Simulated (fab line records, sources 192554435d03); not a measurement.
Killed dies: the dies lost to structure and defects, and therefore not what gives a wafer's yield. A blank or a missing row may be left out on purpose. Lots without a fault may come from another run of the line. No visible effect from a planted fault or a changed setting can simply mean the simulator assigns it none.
fab line records ; flow n5_finfet
record: lots: 9; wafers: 26; last_day: 18
route steps=1938 shown MOL_CONTACT_COAG@561 BEOL_M4@1111
lots that met no fault: taken from a fault-free run of the same line
start_h: hours from the record's opening day to when the first of the lot's shown wafers began ; wait_h: hours from the lot's prior step to this one ; " as in the row above ; L1.1+2: one row covering several wafers at once ; - no value, or no start given ; * or withheld: withheld ; < > ~ a bound
route shown NAME@n: NAME is a module with steps in the file, n the number in the route of the first one ; usual: the fault-free wafers' mean and standard deviation ; same: alike in all rows ; chamber/n: place in a boat ; sites: per-site readings ; _std_site: their standard deviation ; _edge_site: mean of outer sites minus mean of inner sites ; radius_mm: for every site, how far away it sits from the centre of the wafer ; mask NAME#n: copy n ; behind: the tool/chamber that last shaped the wafer ; hold: reason for holding the lot/hours on hold/outcome of the hold ; device: names the non-switching transistor (n, p or np) ; end of line: the same wafers' tests at the end of the route ; step lacking rows: just its recipe ; killed: at the first sort, the dies lost to defects and structure; wafer yield is something else ; map: a wafer's dies, marking killed ones x, the rest . and places with no die _
set.NAME: setting as actually run; set.NAME@STEP: the setting as run at that earlier step ; model.NAME: the simulator's own value behind a step, which no gauge read
one table for each step of the route and one row for each wafer, over a sample of lots
services: from which hour (start_h, from the record's first day; less than 0 if before it) a tool's chamber was out of use, for how many hours, and why
== steps ==
step: N5_MOL_CONTACT_COAG_THK_MEAS_29
recipe: reads: SiNx_of_GATE_CUT_PECVD_57+SiNx_of_GATE_CUT_SAC_CAP_01
usual: MD_CAP_THK: 17.91/0.1
lot.wafer;tool;chamber;start_h;wait_h;MD_CAP_THK[nm]
L414.1;film_metro-01;-;99.91;-;17.91
L414.3;film_metro-01;-;99.91;-;17.91
L414.5;film_metro-01;-;99.91;-;17.86
L415.3;film_metro-01;-;109.06;-;18.09
L415.4;film_metro-01;-;109.06;-;17.92
L415.6;film_metro-01;-;109.06;-;17.81
L416.1;film_metro-01;-;115.34;-;17.88
L416.3;film_metro-01;-;115.34;-;17.94
L416.6;film_metro-01;-;115.34;-;17.84
L417.1;film_metro-02;-;119.00;-;17.83
L417.3;film_metro-02;-;119.00;-;17.95
L417.5;film_metro-02;-;119.00;-;17.98
L425.3;film_metro-02;-;168.39;-;17.94
L425.6;film_metro-02;-;168.39;-;17.97
L432.2;film_metro-02;-;206.57;-;17.83
L432.5;film_metro-02;-;206.57;-;17.91
L432.6;film_metro-02;-;206.57;-;17.86
L433.3;film_metro-02;-;215.12;-;18.00
L433.4;film_metro-02;-;215.12;-;17.82
L433.5;film_metro-02;-;215.12;-;17.88
L434.4;film_metro-02;-;224.28;-;17.88
L434.5;film_metro-02;-;224.28;-;17.96
L434.6;film_metro-02;-;224.28;-;17.87
L436.1;film_metro-02;-;236.35;-;17.83
L436.2;film_metro-02;-;236.35;-;17.93
L436.3;film_metro-02;-;236.35;-;18.02
step: N5_MOL_CONTACT_COAG_ETCH_90
recipe: chemistry: CF4; target: SiARC; target_depth_a: 130; mask_material: CAR-EUV; time_s: 21.7; ion_energy_ev: 80; pressure_mtorr: 40; source_w: 545; bias_w: 36; Ar_flow_sccm: 100; cf4_flow_sccm: 100; ends: cleared
usual: drypump_motor_current_A: 5.7/0.35; etch_rf_on_time_s: 21.1/0.62; oes_product_au: 0.70/0.082; rf_fwd_power_W: 531.3/1.6; rf_vpp_V: 184.3/1.2; showerhead_plenum_p_Torr: 2.16/0.069; throttle_valve_pct: 15.65/0.23
lot.wafer;tool;chamber;start_h;wait_h;drypump_motor_current_A;etch_rf_on_time_s;oes_product_au;rf_fwd_power_W;rf_hours_counter_h;rf_vpp_V;showerhead_plenum_p_Torr;throttle_valve_pct
L414.1;rie_diel-03;3;104.43;0.0;5.6;20.5;0.77;531.4;34;184.2;2.19;15.41
L414.3;rie_diel-03;0;104.43;0.0;5.5;21.2;0.63;530.3;164;185.4;2.21;15.96
L414.5;rie_diel-03;2;104.43;0.0;5.7;21.7;0.65;533.6;-;182.9;2.07;15.60
L415.3;rie_diel-03;1;110.52;0.0;5.4;20.9;0.64;531.1;187;182.5;2.05;15.87
L415.4;rie_diel-03;0;110.52;0.0;5.6;20.9;0.63;532.0;167;184.0;2.21;15.96
L415.6;rie_diel-03;0;110.52;0.0;5.5;21.0;0.62;530.6;-;185.8;2.21;15.96
L416.1;rie_diel-03;3;116.67;0.0;5.6;20.2;0.77;534.7;39;185.0;2.19;15.42
L416.3;rie_diel-03;0;116.67;0.0;5.5;21.1;0.62;531.5;169;185.3;2.21;15.98
L416.6;rie_diel-03;2;116.67;0.0;5.7;21.6;0.65;533.5;-;182.6;2.07;15.59
L417.1;rie_diel-01;0;120.24;0.0;6.2;20.7;0.72;527.1;96;185.0;2.18;15.75
L417.3;rie_diel-01;1;120.24;0.0;5.9;22.1;0.70;527.0;80;184.7;2.23;15.33
L417.5;rie_diel-01;0;120.24;0.0;6.2;20.8;0.71;529.4;-;184.2;2.18;15.75
L425.3;rie_diel-01;2;170.28;0.0;6.2;14.2;1.05;531.6;10;183.4;2.20;15.53
L425.6;rie_diel-01;2;170.28;0.0;6.2;21.1;0.83;532.6;-;185.7;2.20;15.53
L432.2;rie_diel-03;0;208.65;0.0;5.5;21.3;0.60;533.3;206;185.0;2.20;16.03
L432.5;rie_diel-03;3;208.65;0.0;5.6;20.2;0.73;531.1;-;186.1;2.17;15.49
L432.6;rie_diel-03;2;208.65;0.0;5.7;21.5;0.63;533.3;-;183.2;2.06;15.65
L433.3;rie_diel-03;1;216.44;0.0;5.4;21.2;0.61;532.2;229;181.8;2.04;15.94
L433.4;rie_diel-03;0;216.44;0.0;5.5;21.2;0.59;531.1;209;184.5;2.20;16.04
L433.5;rie_diel-03;0;216.44;0.0;5.5;21.1;0.59;532.1;-;183.9;2.20;16.04
L434.4;rie_diel-01;3;225.72;0.0;5.1;21.1;0.80;529.0;18;186.0;2.26;15.32
L434.5;rie_diel-01;2;225.72;0.0;6.2;20.7;0.79;531.4;-;185.3;2.19;15.59
L434.6;rie_diel-01;1;225.72;0.0;5.9;22.3;0.65;532.5;-;184.3;2.22;15.43
L436.1;rie_diel-01;0;237.54;0.0;6.2;20.8;0.67;527.8;147;184.8;2.16;15.87
L436.2;rie_diel-01;3;237.54;0.0;5.1;21.2;0.79;530.3;21;185.7;2.26;15.30
L436.3;rie_diel-01;1;237.54;0.0;5.9;22.4;0.65;530.9;130;185.5;2.22;15.43
step: N5_MOL_CONTACT_COAG_ALD_131
recipe: material: SiO2; target_thk_a: 50; temp_c: 100; ald_precursor_family: BDEAS; ald_co_reactant: O2-plasma; pulse_time_s: 1; co_reactant_pulse_time_s: 1; purge_time_s: 2; co_reactant_purge_time_s: 2; ald_cycles: 35; pressure_torr: 2
usual: heater_power_w: 77/4.2; precursor_pulse_height_rel: 0.999/0.022
lot.wafer;tool;chamber;start_h;wait_h;heater_power_w;precursor_pulse_height_rel
L414.1;ald_sin-04;3;104.68;0.2;75;0.986
L414.3;ald_sin-04;0;104.68;0.2;83;1.013
L414.5;ald_sin-04;3;104.68;0.2;74;1.021
L415.3;ald_sin-04;2;110.60;0.1;76;1.000
L415.4;ald_sin-04;1;110.60;0.1;80;0.972
L415.6;ald_sin-04;1;110.60;0.1;79;0.996
L416.1;ald_sin-03;3;116.75;0.1;77;1.000
L416.3;ald_sin-03;2;116.75;0.1;85;0.933
L416.6;ald_sin-03;0;116.75;0.1;68;0.966
L417.1;ald_sin-04;0;120.48;0.2;82;0.992
L417.3;ald_sin-04;2;120.48;0.2;78;0.952
L417.5;ald_sin-04;2;120.48;0.2;78;0.985
L425.3;ald_sin-01;3;170.36;0.1;79;1.012
L425.6;ald_sin-01;0;170.36;0.1;75;0.988
L432.2;ald_sin-04;0;208.86;0.2;83;0.981
L432.5;ald_sin-04;1;208.86;0.2;79;1.020
L432.6;ald_sin-04;2;208.86;0.2;79;0.979
L433.3;ald_sin-04;2;216.52;0.1;76;1.017
L433.4;ald_sin-04;3;216.52;0.1;79;1.026
L433.5;ald_sin-04;3;216.52;0.1;76;0.989
L434.4;ald_sin-04;0;225.80;0.1;81;0.997
L434.5;ald_sin-04;3;225.80;0.1;77;0.941
L434.6;ald_sin-04;2;225.80;0.1;78;1.014
L436.1;ald_sin-04;2;237.62;0.1;77;0.994
L436.2;ald_sin-04;3;237.62;0.1;76;1.000
L436.3;ald_sin-04;0;237.62;0.1;82;0.970
step: N5_MOL_CONTACT_COAG_VIA_ETCH_46
recipe: chemistry: C4F6/O2; target_depth_a: 460; overetch_a: 92; mask_material: SOC; target: SiO2; bias_w: 455; pressure_mtorr: 10; time_s: 40; source_w: 325; Ar_flow_sccm: 300; C4F6_flow_sccm: 10; O2_flow_sccm: 10; ion_energy_ev: 575.3; ends: end_point
usual: drypump_motor_current_A: 5.66/0.3; oes_ar_750_au: 0.79/0.087; oes_product_au: 0.70/0.076; rf_fwd_power_W: 322.4/1.1; rf_vpp_V: 1582/27; showerhead_plenum_p_Torr: 2.84/0.1; throttle_valve_pct: 41.0/0.42
lot.wafer;tool;chamber;start_h;wait_h;drypump_motor_current_A;oes_ar_750_au;oes_product_au;rf_fwd_power_W;rf_hours_counter_h;rf_vpp_V;showerhead_plenum_p_Torr;throttle_valve_pct
L414.1;rie_diel-05;3;105.02;0.0;5.29;0.69;0.61;322.3;248;1583;2.77;41.5
L414.3;rie_diel-05;1;105.02;0.0;5.83;0.90;0.81;321.9;26;1577;2.93;41.2
L414.5;rie_diel-05;0;105.02;0.0;5.80;0.75;0.68;323.1;-;1579;2.80;39.9
L415.3;rie_diel-05;1;111.03;0.0;5.85;0.89;0.79;321.2;29;1577;2.93;41.2
L415.4;rie_diel-05;1;111.03;0.0;5.85;0.89;0.80;322.6;-;1577;2.93;41.2
L415.6;rie_diel-05;0;111.03;0.0;5.80;0.75;0.66;321.6;-;1578;2.79;39.9
L416.1;rie_diel-01;0;117.09;0.0;6.21;0.84;0.74;322.1;95;1579;2.89;41.1
L416.3;rie_diel-01;3;117.09;0.0;5.14;0.67;0.60;321.3;239;1541;2.68;41.1
L416.6;rie_diel-01;1;117.09;0.0;5.93;0.82;0.73;321.6;-;1620;2.98;40.5
L417.1;rie_diel-03;1;120.81;0.0;5.37;0.73;0.64;322.3;190;1600;2.72;41.1
L417.3;rie_diel-03;0;120.81;0.0;5.55;0.72;0.65;321.3;170;1623;2.93;40.9
L417.5;rie_diel-03;3;120.81;0.0;5.60;0.89;0.76;322.1;-;1561;2.91;41.5
L425.3;rie_diel-03;3;170.76;0.0;5.60;0.85;0.74;323.7;62;1558;2.90;41.5
L425.6;rie_diel-03;3;170.76;0.0;5.60;0.85;0.76;323.9;-;1559;2.90;41.5
L432.2;rie_diel-01;0;209.20;0.0;6.22;0.80;0.69;322.5;138;1576;2.87;41.1
L432.5;rie_diel-01;3;209.20;0.0;5.15;0.94;0.84;325.5;-;1567;3.01;40.4
L432.6;rie_diel-01;0;209.20;0.0;6.21;0.80;0.70;322.9;-;1577;2.87;41.1
L433.3;rie_diel-05;3;216.88;0.0;5.27;0.92;0.80;322.4;19;1583;2.76;40.9
L433.4;rie_diel-05;0;216.88;0.0;5.78;0.73;0.64;322.2;194;1578;2.78;39.9
L433.5;rie_diel-05;0;216.88;0.0;5.80;0.73;0.67;322.5;-;1576;2.78;39.9
L434.4;rie_diel-03;3;226.13;0.0;5.63;0.83;0.73;321.8;82;1559;2.89;41.5
L434.5;rie_diel-03;1;226.13;0.0;5.36;0.71;0.63;322.5;-;1598;2.70;41.1
L434.6;rie_diel-03;0;226.13;0.0;5.55;0.69;0.61;322.1;-;1620;2.91;40.9
L436.1;rie_diel-03;1;238.09;0.0;5.40;0.71;0.60;321.8;236;1598;2.70;41.1
L436.2;rie_diel-03;2;238.09;0.0;5.74;0.72;0.65;321.6;188;1541;2.72;40.9
L436.3;rie_diel-03;3;238.09;0.0;5.65;0.83;0.73;321.9;86;1559;2.89;41.5
step: N5_BEOL_M4_RC_MEAS_101
usual: DIBL_N: 35.4/2.1; DIBL_P: 34.8/2.6; IOFF_N: 0.15/0.037; IOFF_P: 0.19/0.037; ION_N: 677/16; ION_P: 462/9.3; SS_N: 71.4/0.75; SS_P: 72.9/0.77; VT_N: 250/3.7; VT_P: -251/3.5
lot.wafer;tool;chamber;start_h;wait_h;DIBL_N[mV/V];DIBL_P[mV/V];IOFF_N[nA/um];IOFF_P[nA/um];ION_N[uA/um];ION_P[uA/um];SS_N[mV/dec];SS_P[mV/dec];VT_N[mV];VT_P[mV]
L414.1;prober-01;0;183.49;0.0;35.6;34.3;0.13;0.14;654;441;71.5;72.4;255;-257
L414.3;prober-01;0;183.49;0.0;39.3;38.9;0.22;0.20;684;455;73.0;73.8;247;-256
L414.5;prober-01;0;183.49;0.0;37.9;37.1;0.19;0.18;686;455;72.5;73.3;249;-254
L415.3;prober-02;0;183.90;0.3;34.8;32.0;0.13;0.19;679;472;70.9;72.6;250;-248
L415.4;prober-02;0;183.90;0.3;35.0;32.7;0.14;0.20;682;478;71.0;72.5;249;-250
L415.6;prober-02;0;183.90;0.3;33.1;30.1;0.11;0.17;672;470;70.0;72.6;253;-251
L416.1;prober-01;0;197.97;0.0;35.3;35.4;0.15;0.19;690;464;71.8;73.3;245;-253
L416.3;prober-01;0;197.97;0.0;36.9;36.0;0.16;0.18;677;453;71.4;72.7;250;-255
L416.6;prober-01;0;197.97;0.0;31.4;29.3;0.09;0.12;657;449;70.0;71.3;256;-259
L417.1;prober-02;0;198.45;0.2;34.7;35.4;0.15;0.18;697;463;70.7;72.6;249;-256
L417.3;prober-02;0;198.45;0.2;31.1;31.0;0.09;0.13;665;461;70.3;71.1;256;-256
L417.5;prober-02;0;198.45;0.2;35.3;35.7;0.14;0.19;679;464;71.1;72.5;249;-252
L425.3;prober-02;0;251.52;0.3;34.3;34.2;0.13;0.17;660;454;71.3;71.9;251;-253
L425.6;prober-02;0;251.52;0.3;32.7;31.6;0.11;0.14;669;457;70.9;72.1;253;-254
L432.2;prober-01;0;283.74;0.2;33.2;32.4;0.11;0.15;670;451;70.2;72.3;255;-254
L432.5;prober-01;0;283.74;0.2;36.7;37.0;0.16;0.20;692;469;71.6;73.0;251;-251
L432.6;prober-01;0;283.74;0.2;34.9;35.9;0.14;0.20;669;463;70.1;73.3;251;-251
L433.3;prober-01;0;286.65;0.3;36.2;36.9;0.18;0.22;694;472;72.3;72.9;247;-249
L433.4;prober-01;0;286.65;0.3;37.5;38.8;0.21;0.25;697;472;72.2;73.3;246;-249
L433.5;prober-01;0;286.65;0.3;37.8;38.8;0.20;0.24;696;471;72.2;73.0;245;-245
L434.4;prober-01;0;303.34;0.5;35.9;34.1;0.13;0.15;656;449;71.6;72.8;255;-254
L434.5;prober-01;0;303.34;0.5;39.2;39.1;0.20;0.22;709;469;72.2;74.6;245;-253
L434.6;prober-01;0;303.34;0.5;35.8;33.8;0.13;0.14;668;445;71.5;73.2;254;-261
L436.1;prober-01;0;327.31;0.0;35.5;35.0;0.15;0.23;676;468;71.7;73.1;254;-243
L436.2;prober-01;0;327.31;0.0;32.7;31.9;0.11;0.18;672;472;70.3;71.7;254;-247
L436.3;prober-01;0;327.31;0.0;35.4;36.6;0.16;0.25;688;474;71.5;72.9;249;-244
== services ==
tool;chamber;start_h;hours;kind
ald_sin-01;-;85.30;14.0;pm
rie_diel-01;-;87.14;1.0;repair
ald_sin-03;1;94.06;38.2;repair
ald_sin-01;1;103.98;88.0;repair
rie_diel-01;2;134.57;-;clean
rie_diel-01;2;134.57;-;consumable_replace:esc
rie_diel-01;2;134.57;-;consumable_replace:focus_ring
rie_diel-01;2;134.57;18.7;scheduled_down
rie_diel-01;2;134.57;18.7;vent_cycle
rie_diel-01;-;141.22;1.0;repair
rie_diel-05;-;143.37;14.6;pm
rie_diel-03;3;149.91;2.5;repair
rie_diel-01;3;153.44;-;clean
rie_diel-01;3;153.44;-;consumable_replace:focus_ring
rie_diel-01;3;153.44;-;consumable_replace:showerhead
rie_diel-01;3;153.44;27.5;scheduled_down
ald_sin-03;2;160.21;7.0;repair
ald_sin-04;-;170.99;6.1;pm
rie_diel-05;-;180.40;15.6;pm
ald_sin-01;-;215.63;6.0;pm
ald_sin-03;-;224.47;0.7;repair
ald_sin-01;0;228.73;4.1;repair
ald_sin-04;1;233.35;5.2;repair
ald_sin-04;-;236.40;0.5;repair
== key ==
first_sign: step: N5_MOL_CONTACT_COAG_ETCH_90; reading: etch_rf_on_time_s; direction: down; sigmas: 11; usual: *; struck: *
effect: step: N5_MOL_CONTACT_COAG_ETCH_90; reading: oes_product_au; direction: up; sigmas: 4.3; usual: 0.70; struck: 1.05
met_at N5_MOL_CONTACT_COAG_ETCH_90
struck_lots L425
struck_wafers L425.3
not_acting_at N5_MOL_CONTACT_COAG_THK_MEAS_29,N5_MOL_CONTACT_COAG_ALD_131,N5_MOL_CONTACT_COAG_VIA_ETCH_46
onset_between 120.24 170.28
fault: kind: process_parameter_drift; tool: rie_diel-01; chamber: -; onset_h: 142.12; steps: N5_MOL_CONTACT_COAG_ETCH_90; channel: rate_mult; offset: 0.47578; shape: step; end_h: 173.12; scope: struck_wafers_only
